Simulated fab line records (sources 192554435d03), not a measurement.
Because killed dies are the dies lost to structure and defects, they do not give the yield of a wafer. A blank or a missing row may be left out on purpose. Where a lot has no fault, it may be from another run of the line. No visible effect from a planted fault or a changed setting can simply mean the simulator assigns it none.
Lot-split experiment -- flow n5Finfet -- 21 wafers read from 7 lots, route of 1938 steps

## THE SPLIT
At N5_WELL_APT_PEB_06 (peb time 90 s), the setting pebTimeS was moved away from the recipe's 90 s on 7 of the 21 wafers read, by -18.7% to +13.2%. For the rest of the wafers, this setting stayed at what the recipe calls for.

## FROM THE SPLIT TO THE READING: what the file shows between them, 2 steps
- N5_WELL_APT_DEVELOP_07: develop time 45 s (also split here: developTimeS)
- N5_WELL_APT_HARDBAKE_12: time 120 s

## THE READING
cdNm (nm) at N5_WELL_APT_CD_MEAS_08, where the cd target is 200 nm. Typical for fault-free wafers on this fab line: 198.7 nm, with standard deviation 2.1 nm.

wafer,"tool, chamber at the split","pebTimeS as run, s",against the recipe,"cdNm, nm",against lot-mates on the recipe
L074.1,"lithoTrack-02, 0",90,recipe,201.6,-
L074.3,"lithoTrack-02, 0",90,recipe,201.7,-
L074.5,"lithoTrack-02, 0",96.43,+7.1%,201.2,-0.4
L078.3,"lithoTrack-02, 0",90,recipe,199.0,-
L078.4,"lithoTrack-02, 0",101.9,+13.2%,204.2,+5.2
L078.5,"lithoTrack-02, 0",101.9,+13.2%,206.3,+7.3
L079.1,"lithoTrack-02, 0",90,recipe,202.3,-
L079.4,"lithoTrack-02, 0",90,recipe,202.5,-
L079.5,"lithoTrack-02, 0",90,recipe,199.9,-
L086.3,"lithoTrack-01, 0",90,recipe,199.7,-
L086.4,"lithoTrack-01, 0",78.89,-12.3%,193.7,-4.4
L086.6,"lithoTrack-01, 0",90,recipe,196.4,-
L090.1,"lithoTrack-01, 0",90,recipe,197.2,-
L090.5,"lithoTrack-01, 0",90,recipe,199.8,-
L090.6,"lithoTrack-01, 0",73.2,-18.7%,191.4,-7.1
L091.1,"lithoTrack-02, 0",90,recipe,199.2,-
L091.3,"lithoTrack-02, 0",81.89,-9.0%,196.4,-3.7
L091.5,"lithoTrack-02, 0",90,recipe,201.0,-
L094.1,"lithoTrack-04, 0",74.19,-17.6%,189.8,-7.7
L094.3,"lithoTrack-04, 0",90,recipe,196.0,-
L094.6,"lithoTrack-04, 0",90,recipe,199.0,-

THE FIT
A straight line over all 21 wafers: cdNm changes by +0.453 nm for each +1% of pebTimeS; r = +0.89; the points scatter about the line by 1.9 nm.
The same after taking each lot's own level away (the mean of its wafers on the recipe; 21 wafers): +0.399 nm for each +1%; r = +0.92; scatter 1.4 nm.
According to that fit, moving pebTimeS by its largest amount changes the reading by 7.5 nm.
Measured against the standard deviation above, the lots' own levels, which go from 197.50 to 201.65 nm, span 2.0 times it.
Hence the slope depends on the lot-to-lot level, as the two fits are not the same.
Check: for one of the wafers moved furthest among these (-18.7%), held out of the fit, the line's prediction against its lot-mates is -7.68 nm. It came out at -7.1 nm against them.

## OTHER SPLITS ON THESE WAFERS
Before the reading, these wafers also passed through other splits. Each is held against what the fit with the lots' levels taken away leaves over:
other split on the same wafers,wafers away from the commonest value,r with cdNm (lot level and that fit taken away)
N5_WELL_APT_DEVELOP_07 developTimeS,8,+0.04

## THE WHOLE CHAIN: every reading that the file lists as answering this split, in the file's order
step,what it does,reading,change (the file's fit),r (the file's)
N5_WELL_APT_CD_MEAS_08,target cd 200 nm,cdNm,+0.389 nm for each +1% of the setting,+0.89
N5_WELL_APT_DESCUM_13,"chemistry O2, time 7.9 s","WELL_APT.cdNm (the simulator's own value, which no gauge read)",+0.394 nm for each +1% of the setting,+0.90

## THE FILE'S OWN FIT
cdNm changes by +0.389 nm for each +1% of pebTimeS, r = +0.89.
